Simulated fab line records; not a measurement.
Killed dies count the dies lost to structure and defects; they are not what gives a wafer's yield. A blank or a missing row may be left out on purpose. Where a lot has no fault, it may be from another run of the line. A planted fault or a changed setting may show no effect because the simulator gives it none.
fab line records + flow nand_harc
record:
- lots: 6
- wafers: 18
- last_day: 32
route steps=1302 shown A_BONDPAD@1207 END@1302
lots that met no fault: from a run of the same line without faults
start_h: the number of hours between the record's first day and the start of the first shown wafer of the lot + wait_h: how many hours have passed since the lot's step before this one + " same as the row above + L1.1+2: one row covering several wafers at once + - no value present, or no start provided + * or withheld: withheld + < > ~ a bound
route shown NAME@n: NAME is a module with steps in the file, n the number in the route of the first one + usual: mean/standard deviation taken from wafers without a fault + same: alike in all rows + chamber/n: place in a boat + sites: the reading at each site + _std_site: standard deviation across them + _edge_site: mean of outer sites minus mean of inner sites + radius_mm: for every site, how far away it sits from the centre of the wafer + mask NAME#n: copy n + behind: tool/chamber where the wafer was last shaped + hold: why the lot went on hold/how many hours it stayed there/how the hold came to an end + device: whichever transistor did not switch (one of n, p or np) + end of line: tests run on the same wafers once the route is complete + a step with no rows: only its recipe + killed: dies lost to structure and defects at the first sort, not the wafer's yield + map: shows each die of a wafer: x if killed, . if not, _ if none is there
set.NAME: the run value of the setting; set.NAME@STEP: its run value at that earlier step + model.NAME: the simulator's own value behind a step, which no gauge read
lots seen at some steps along the route; tables by step, rows by wafer
services: a tool's chamber out of use, with start hour (start_h, from the record's first day; less than 0 if before it), hours out, and reason
== steps ==
step: NHARC_A_BONDPAD_HMDS_02
recipe:
- time_s: 30
step: NHARC_A_BONDPAD_COAT_33
recipe:
- temp_c: 200
- time_s: 65
step: NHARC_A_BONDPAD_COAT_03
recipe:
- spin_rpm: 2000
- resist_thk_nm: 600
step: NHARC_A_BONDPAD_SOFTBAKE_04
recipe:
- temp_c: 125
- time_s: 70
step: NHARC_A_BONDPAD_EBR_05
step: NHARC_A_BONDPAD_EXPOSE_06
recipe:
- na: 0.55
- dose_mj: 36.99
- mask_id: A_BPAD
step: NHARC_A_BONDPAD_PEB_07
recipe:
- peb_temp_c: 128
- peb_time_s: 80
step: NHARC_A_BONDPAD_DEVELOP_08
recipe:
- time_s: 50
- dev_temp_c: 22
step: NHARC_A_BONDPAD_CD_MEAS_09
recipe:
- target_cd_nm: 500
- landing_energy_ev: 500
usual:
- cd_nm: 499.7/1.6
same:
- landing_energy_ev: 500
| lot.wafer | tool      | chamber | start_h | wait_h | cd_nm |
|-----------|-----------|---------|---------|--------|-------|
| L420.2    | cd_sem-03 | 0       | 546.07  | -      | 497.8 |
| L420.3    | "         | 0       | "       | "      | 499.1 |
| L420.4    | "         | 0       | "       | "      | 501.1 |
| L419.2    | cd_sem-01 | 0       | 549.25  | -      | 501.0 |
| L419.3    | "         | 0       | "       | "      | 499.6 |
| L419.5    | "         | 0       | "       | "      | 499.5 |
| L424.3    | cd_sem-03 | 0       | 582.61  | -      | 500.2 |
| L424.4    | "         | 0       | "       | "      | 501.8 |
| L424.5    | "         | 0       | "       | "      | 499.2 |
| L427.2    | cd_sem-03 | 0       | 613.89  | -      | 499.1 |
| L427.3    | "         | 0       | "       | "      | 499.1 |
| L427.5    | "         | 0       | "       | "      | 498.5 |
| L437.2    | cd_sem-02 | 0       | 725.75  | -      | 498.1 |
| L437.5    | "         | 0       | "       | "      | 499.1 |
| L437.6    | "         | 0       | "       | "      | 500.9 |
| L439.2    | cd_sem-02 | 0       | 741.30  | -      | 501.4 |
| L439.3    | "         | 0       | "       | "      | 498.9 |
| L439.6    | "         | 0       | "       | "      | 500.0 |
step: NHARC_A_BONDPAD_OVL_MEAS_35
usual:
- overlay_x_nm: -1/5.5
- overlay_y_nm: 1/5.7
| lot.wafer | tool       | chamber | start_h | wait_h | overlay_x_nm | overlay_y_nm |
|-----------|------------|---------|---------|--------|--------------|--------------|
| L420.2    | overlay-02 | -       | 546.15  | -      | 6            | 6            |
| L420.3    | "          | -       | "       | "      | 5            | 7            |
| L420.4    | "          | -       | "       | "      | 5            | 7            |
| L419.2    | overlay-02 | -       | 549.34  | -      | 4            | 0            |
| L419.3    | "          | -       | "       | "      | 4            | 1            |
| L419.5    | "          | -       | "       | "      | 4            | 0            |
| L424.3    | overlay-02 | -       | 582.69  | -      | 2            | 0            |
| L424.4    | "          | -       | "       | "      | 2            | 0            |
| L424.5    | "          | -       | "       | "      | 2            | 0            |
| L427.2    | overlay-02 | -       | 613.98  | -      | 5            | 5            |
| L427.3    | "          | -       | "       | "      | 5            | 4            |
| L427.5    | "          | -       | "       | "      | 5            | 4            |
| L437.2    | overlay-01 | -       | 725.84  | -      | 10           | -6           |
| L437.5    | "          | -       | "       | "      | 11           | -6           |
| L437.6    | "          | -       | "       | "      | 11           | -6           |
| L439.2    | overlay-01 | -       | 741.39  | -      | -4           | -9           |
| L439.3    | "          | -       | "       | "      | -4           | -8           |
| L439.6    | "          | -       | "       | "      | -5           | -9           |
step: NHARC_A_BONDPAD_HARDBAKE_10
recipe:
- temp_c: 118
- time_s: 65
step: NHARC_A_BONDPAD_DESCUM_11
recipe:
- time_s: 3
- o2_flow_sccm: 200
- ar_flow_sccm: 0
- bias_power_w: 0
- chemistry: O2
usual:
- drypump_motor_current_A: 5.5/0.39
- o2_flow_sccm: 199.9/0.59
- oes_product_au: 1.001/0.01
- rf_vpp_V: 57.5/0.9
- showerhead_plenum_p_Torr: 1.86/0.061
- throttle_valve_pct: 11.311/0.009
| lot.wafer | tool        | chamber | start_h | wait_h | drypump_motor_current_A | o2_flow_sccm | oes_product_au | rf_hours_counter_h | rf_vpp_V | showerhead_plenum_p_Torr | throttle_valve_pct |
|-----------|-------------|---------|---------|--------|-------------------------|--------------|----------------|--------------------|----------|--------------------------|--------------------|
| L420.2    | rie_diel-06 | 3       | 546.28  | -      | 5.6                     | 200.6        | 1.010          | 9                  | 58.8     | 1.80                     | 11.296             |
| L420.4    | "           | 1       | "       | "      | 5.3                     | 198.8        | 0.985          | 10                 | 57.0     | 1.87                     | 11.323             |
| L420.3    | "           | 2       | "       | "      | 6.0                     | 199.4        | 1.001          | 9                  | 56.0     | 1.80                     | 11.318             |
| L419.2    | rie_diel-05 | 1       | 549.46  | -      | 5.5                     | 199.4        | 0.975          | 4                  | 57.9     | 1.84                     | 11.294             |
| L419.3    | "           | 0       | "       | "      | 4.8                     | 200.1        | 0.987          | 5                  | 58.3     | 1.86                     | 11.319             |
| L419.5    | "           | 2       | "       | "      | 5.8                     | 199.6        | 0.987          | -                  | 56.0     | 1.82                     | 11.311             |
| L424.4    | rie_diel-06 | 0       | 582.82  | -      | 4.9                     | 200.5        | 0.996          | 12                 | 57.3     | 2.06                     | 11.319             |
| L424.3    | "           | 2       | "       | "      | 6.0                     | 200.1        | 0.990          | 13                 | 58.7     | 1.80                     | 11.312             |
| L424.5    | "           | 0       | "       | "      | 4.9                     | 199.4        | 1.005          | -                  | 58.4     | 2.06                     | 11.314             |
| L427.3    | rie_diel-05 | 1       | 614.12  | -      | 5.5                     | 200.3        | 1.015          | 1                  | 58.7     | 1.84                     | 11.316             |
| L427.2    | "           | 2       | "       | "      | 5.8                     | 200.3        | 1.011          | 1                  | 56.7     | 1.82                     | 11.307             |
| L427.5    | "           | 0       | "       | "      | 4.8                     | 199.8        | 0.995          | -                  | 56.7     | 1.86                     | 11.304             |
| L437.2    | rie_diel-05 | 0       | 725.98  | -      | 4.8                     | 200.0        | 0.999          | 3                  | 58.2     | 1.86                     | 11.319             |
| L437.6    | "           | 2       | "       | "      | 5.7                     | 200.5        | 1.006          | -                  | 58.1     | 1.82                     | 11.322             |
| L437.5    | "           | 3       | "       | "      | 5.8                     | 198.9        | 0.993          | -                  | 57.8     | 1.90                     | 11.311             |
| L439.3    | rie_diel-05 | 2       | 741.51  | -      | 5.8                     | 199.5        | 1.008          | 3                  | 57.0     | 1.82                     | 11.317             |
| L439.2    | "           | 1       | "       | "      | 5.5                     | 200.0        | 1.010          | 3                  | 58.0     | 1.84                     | 11.310             |
| L439.6    | "           | 3       | "       | "      | 5.9                     | 200.3        | 1.014          | -                  | 57.1     | 1.90                     | 11.317             |
step: NHARC_A_BONDPAD_ETCH_34
recipe:
- target_depth_a: 600
- overetch_a: 180
- time_s: 65.91
- ion_energy_ev: 200
- n2_flow_sccm: 150
- h2_flow_sccm: 150
- ar_flow_sccm: 0
- rf_w: 400
- bias_w: 150
- chemistry: N2/H2
usual:
- drypump_motor_current_A: 5.5/0.42
- oes_product_au: 1.001/0.011
- rf_vpp_V: 428.9/1.8
- run_length_s: 87.2/0.44
- showerhead_plenum_p_Torr: 1.98/0.059
- throttle_valve_pct: 14.172/0.0089
| lot.wafer | tool        | chamber | start_h | wait_h | drypump_motor_current_A | oes_product_au | rf_hours_counter_h | rf_vpp_V | run_length_s | showerhead_plenum_p_Torr | throttle_valve_pct |
|-----------|-------------|---------|---------|--------|-------------------------|----------------|--------------------|----------|--------------|--------------------------|--------------------|
| L420.4    | rie_diel-06 | 1       | 546.37  | 0.1    | 5.3                     | 0.985          | 10                 | 427.7    | 87.7         | 1.99                     | 14.164             |
| L420.2    | "           | 3       | "       | "      | 5.6                     | 0.994          | 9                  | 427.7    | 87.0         | 1.92                     | 14.170             |
| L420.3    | "           | 0       | "       | "      | 5.0                     | 0.996          | 9                  | 434.6    | 87.3         | 2.20                     | 14.179             |
| L419.3    | rie_diel-05 | 2       | 549.55  | 0.1    | 5.8                     | 0.997          | 4                  | 427.4    | 87.3         | 1.94                     | 14.175             |
| L419.2    | "           | 1       | "       | "      | 5.5                     | 0.985          | 4                  | 429.7    | 86.5         | 1.96                     | 14.181             |
| L419.5    | "           | 3       | "       | "      | 5.9                     | 0.995          | -                  | 429.0    | 86.9         | 2.02                     | 14.160             |
| L424.3    | rie_diel-06 | 2       | 582.90  | 0.1    | 6.0                     | 0.988          | 13                 | 426.3    | 86.9         | 1.92                     | 14.160             |
| L424.4    | "           | 1       | "       | "      | 5.3                     | 0.977          | 13                 | 427.6    | 87.8         | 1.99                     | 14.167             |
| L424.5    | "           | 3       | "       | "      | 5.7                     | 0.992          | -                  | 425.4    | 87.3         | 1.92                     | 14.179             |
| L427.3    | rie_diel-05 | 0       | 614.19  | 0.1    | 4.8                     | 1.008          | 1                  | 428.8    | 87.2         | 1.98                     | 14.184             |
| L427.2    | "           | 2       | "       | "      | 5.8                     | 0.990          | 1                  | 427.8    | 87.4         | 1.94                     | 14.185             |
| L427.5    | "           | 0       | "       | "      | 4.8                     | 0.988          | -                  | 429.2    | 87.9         | 1.98                     | 14.170             |
| L437.2    | rie_diel-05 | 2       | 726.05  | 0.1    | 5.8                     | 1.000          | 3                  | 427.5    | 88.0         | 1.94                     | 14.168             |
| L437.5    | "           | 2       | "       | "      | 5.8                     | 1.000          | -                  | 426.6    | 70.6         | 1.94                     | 14.173             |
| L437.6    | "           | 3       | "       | "      | 5.8                     | 1.017          | -                  | 431.4    | 70.3         | 2.02                     | 14.176             |
| L439.2    | rie_diel-05 | 1       | 741.60  | 0.1    | 5.5                     | 1.017          | 3                  | 428.6    | 86.8         | 1.96                     | 14.168             |
| L439.3    | "           | 3       | "       | "      | 5.8                     | 1.017          | 3                  | 430.2    | 87.3         | 2.02                     | 14.164             |
| L439.6    | "           | 1       | "       | "      | 5.5                     | 1.022          | -                  | 428.9    | 69.7         | 1.96                     | 14.187             |
step: NHARC_A_BONDPAD_ETCH_12
recipe:
- target_depth_a: 2200
- time_s: 110
- chf3_flow_sccm: 50
- o2_flow_sccm: 10
- ar_flow_sccm: 200
- rf_w: 500
- bias_w: 200
- chemistry: CHF3/O2
usual:
- drypump_motor_current_A: 5.5/0.41
- o2_flow_sccm: 10.001/0.03
- oes_product_au: 0.942/0.023
- rf_vpp_V: 369.2/1.6
- run_length_s: 131.4/0.44
- showerhead_plenum_p_Torr: 2.34/0.066
- throttle_valve_pct: 20.572/0.0083
| lot.wafer | tool        | chamber | start_h | wait_h | drypump_motor_current_A | o2_flow_sccm | oes_product_au | rf_hours_counter_h | rf_vpp_V | run_length_s | showerhead_plenum_p_Torr | throttle_valve_pct |
|-----------|-------------|---------|---------|--------|-------------------------|--------------|----------------|--------------------|----------|--------------|--------------------------|--------------------|
| L420.4    | rie_diel-06 | 2       | -       | -      | 6.0                     | 9.986        | 0.921          | 9                  | 368.5    | 131.1        | 2.27                     | 20.579             |
| L420.2    | "           | 3       | "       | "      | 5.6                     | 9.979        | 0.921          | 9                  | 367.8    | 130.9        | 2.27                     | 20.566             |
| L420.3    | "           | 1       | "       | "      | 5.3                     | 10.035       | 0.915          | 10                 | 369.9    | 131.7        | 2.34                     | 20.563             |
| L419.2    | rie_diel-05 | 0       | -       | -      | 4.8                     | 10.030       | 0.917          | 5                  | 370.6    | 131.3        | 2.34                     | 20.582             |
| L419.3    | "           | 1       | "       | "      | 5.5                     | 10.013       | 0.912          | 4                  | 368.0    | 130.4        | 2.31                     | 20.562             |
| L419.5    | "           | 3       | "       | "      | 5.8                     | 10.006       | 0.926          | -                  | 371.5    | 131.4        | 2.38                     | 20.572             |
| L424.4    | rie_diel-06 | 2       | -       | -      | 6.0                     | 10.035       | 0.920          | 13                 | 367.9    | 131.0        | 2.27                     | 20.577             |
| L424.3    | "           | 3       | "       | "      | 5.6                     | 9.978        | 0.916          | 12                 | 369.2    | 130.9        | 2.27                     | 20.575             |
| L424.5    | "           | 1       | "       | "      | 5.3                     | 9.947        | 0.914          | -                  | 368.8    | 131.7        | 2.34                     | 20.574             |
| L427.3    | rie_diel-05 | 0       | -       | -      | 4.8                     | 10.015       | 0.952          | 1                  | 370.4    | 131.5        | 2.34                     | 20.574             |
| L427.2    | "           | 1       | "       | "      | 5.5                     | 10.023       | 0.977          | 1                  | 369.2    | 131.0        | 2.31                     | 20.572             |
| L427.5    | "           | 1       | "       | "      | 5.5                     | 10.038       | 0.988          | -                  | 370.1    | 130.5        | 2.31                     | 20.562             |
| L437.2    | rie_diel-05 | 1       | -       | -      | 5.5                     | 10.020       | 0.998          | 3                  | 368.7    | 130.9        | 2.31                     | 20.580             |
| L437.5    | "           | 2       | "       | "      | 5.7                     | 9.992        | 0.966          | -                  | 367.9    | 132.0        | 2.29                     | 20.568             |
| L437.6    | "           | 3       | "       | "      | 5.8                     | 9.976        | 0.966          | -                  | 369.4    | 131.1        | 2.38                     | 20.572             |
| L439.2    | rie_diel-05 | 1       | -       | -      | 5.5                     | 10.010       | 0.942          | 3                  | 367.8    | 130.7        | 2.31                     | 20.571             |
| L439.3    | "           | 2       | "       | "      | 5.8                     | 9.939        | 0.935          | 3                  | 368.6    | 131.8        | 2.29                     | 20.588             |
| L439.6    | "           | 0       | "       | "      | 4.8                     | 10.015       | 0.931          | -                  | 368.1    | 131.4        | 2.34                     | 20.578             |
step: NHARC_END_SORT_01
recipe:
- temp_c: 25
usual:
- defect_limited_yield: 90/3.1
- killed_at_array: 61/20
- killed_at_other: 0.9/1.1
- killed_at_periphery: 3.7/2.5
- killed_dies: 65/21
- killed_open: 3.3/1.8
- killed_short: 2.3/1.5
same:
- gross_dies: 677
| lot.wafer | tool      | chamber | start_h | wait_h | defect_limited_yield[%] | killed_at_array | killed_at_other | killed_at_periphery | killed_dies | killed_open | killed_short |
|-----------|-----------|---------|---------|--------|-------------------------|-----------------|-----------------|---------------------|-------------|-------------|--------------|
| L424.3    | prober-02 | 0       | 635.26  | 3.2    | 88                      | 79              | 0               | 2                   | 81          | 3           | 5            |
| L424.4    | prober-02 | 0       | 636.08  | 3.5    | 89                      | 77              | 0               | 0                   | 77          | 2           | 0            |
| L424.5    | prober-02 | 0       | 636.90  | 3.8    | 88                      | 76              | 0               | 4                   | 80          | 3           | 3            |
| L427.2    | prober-02 | 0       | 644.92  | 2.8    | 87                      | 81              | 0               | 7                   | 88          | 3           | 2            |
| L427.3    | prober-02 | 0       | 645.72  | 3.1    | 88                      | 79              | 0               | 4                   | 83          | 4           | 4            |
| L427.5    | prober-02 | 0       | 647.32  | 3.7    | 86                      | 90              | 1               | 5                   | 96          | 3           | 2            |
killed by level:class
L424.3 A_CHANNEL_HOLE_D2:chamber_film_flake=35 A_SLIT:chamber_film_flake=29 A_STAIRCASE:chamber_film_flake=4 A_CHANNEL_HOLE_D1:chamber_film_flake=3 P_CONTACT:geometric_particle:short=1 A_CHANNEL_FILL_D1:geometric_particle:open=1 A_DECK1_JOINT:geometric_particle:open=1 A_ONON_D2:geometric_particle:short=1
L424.4 A_CHANNEL_HOLE_D2:chamber_film_flake=44 A_SLIT:chamber_film_flake=22 A_CHANNEL_HOLE_D1:chamber_film_flake=4 A_STAIRCASE:chamber_film_flake=2 A_M0:chamber_film_flake=2 A_DECK1_JOINT:geometric_particle:open=1 A_M1:geometric_particle:open=1 A_ZERO_WELL:chamber_film_flake=1
L424.5 A_CHANNEL_HOLE_D2:chamber_film_flake=40 A_SLIT:chamber_film_flake=22 A_STAIRCASE:chamber_film_flake=4 P_CONTACT:geometric_particle:short=2 A_CHANNEL_HOLE_D1:chamber_film_flake=2 A_DECK1_JOINT:chamber_film_flake=2 P_CONTACT:geometric_particle:open=1 A_ONON_D2:geometric_particle:open=1
L427.2 A_CHANNEL_HOLE_D1:chamber_film_flake=33 A_SLIT:chamber_film_flake=24 A_CHANNEL_HOLE_D2:chamber_film_flake=9 P_GATE:chamber_film_flake=5 A_CONTACT:chamber_film_flake=3 A_CHANNEL_FILL_D1:geometric_particle:open=2 P_M2:chamber_film_flake=2 A_CHANNEL_FILL_D2:chamber_film_flake=2
L427.3 A_CHANNEL_HOLE_D1:chamber_film_flake=37 A_CHANNEL_HOLE_D2:chamber_film_flake=13 A_SLIT:chamber_film_flake=13 P_M2:chamber_film_flake=4 A_STAIRCASE:chamber_film_flake=4 A_WL_FILL:chamber_film_flake=2 A_CHANNEL_HOLE_D1:geometric_particle:short=1 A_DECK1_JOINT:geometric_particle:open=1
L427.5 A_CHANNEL_HOLE_D1:chamber_film_flake=35 A_SLIT:chamber_film_flake=28 A_CHANNEL_HOLE_D2:chamber_film_flake=13 A_WL_FILL:chamber_film_flake=3 A_CONTACT:chamber_film_flake=3 P_M2:chamber_film_flake=2 A_DECK1_JOINT:chamber_film_flake=2 A_STAIRCASE:chamber_film_flake=2
== services ==
| tool        | chamber | start_h | hours | kind       |
|-------------|---------|---------|-------|------------|
| rie_diel-05 | 3       | 529.86  | 7.3   | repair     |
| rie_diel-05 | 0       | 538.17  | -     | clean      |
| rie_diel-05 | 1       | 538.17  | -     | clean      |
| rie_diel-05 | 2       | 538.17  | -     | clean      |
| rie_diel-05 | 3       | 538.17  | -     | clean      |
| rie_diel-05 | 0       | 562.67  | -     | clean      |
| rie_diel-05 | 1       | 562.67  | -     | clean      |
| rie_diel-05 | 2       | 562.67  | -     | clean      |
| rie_diel-05 | 3       | 562.67  | -     | clean      |
| rie_diel-05 | -       | 583.62  | 9.0   | pm         |
| rie_diel-05 | 0       | 583.62  | 9.0   | vent_cycle |
| rie_diel-05 | 1       | 583.62  | 9.0   | vent_cycle |
| rie_diel-05 | 2       | 583.62  | 9.0   | vent_cycle |
| rie_diel-05 | 3       | 583.62  | 9.0   | vent_cycle |
| rie_diel-05 | 0       | 592.62  | -     | clean      |
| rie_diel-05 | 1       | 592.62  | -     | clean      |
| rie_diel-05 | 2       | 592.62  | -     | clean      |
| rie_diel-05 | 3       | 592.62  | -     | clean      |
| rie_diel-05 | 0       | 595.95  | 1.7   | repair     |
| rie_diel-06 | 0       | 600.53  | 8.0   | repair     |
| rie_diel-05 | 0       | 617.12  | -     | clean      |
| rie_diel-05 | 1       | 617.12  | -     | clean      |
| rie_diel-05 | 2       | 617.12  | -     | clean      |
| rie_diel-06 | -       | 661.23  | 9.0   | pm         |
== key ==
first_sign:
- step: NHARC_A_BONDPAD_ETCH_34
- reading: run_length_s
- direction: down
- sigmas: 39
- usual: *
- struck: *
effect none on later readings
met_at NHARC_A_BONDPAD_ETCH_34
struck_wafers L437.5,L437.6,L439.6
onset_between 614.19 726.05
fault:
- kind: process_parameter_drift
- tool: rie_diel-05
- chamber: -
- onset_h: 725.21
- steps: NHARC_A_BONDPAD_ETCH_34
- channel: time_s
- offset: *
- shape: step
- end_h: 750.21
- scope: struck_wafers_only
- acts_in: *
- stated: *
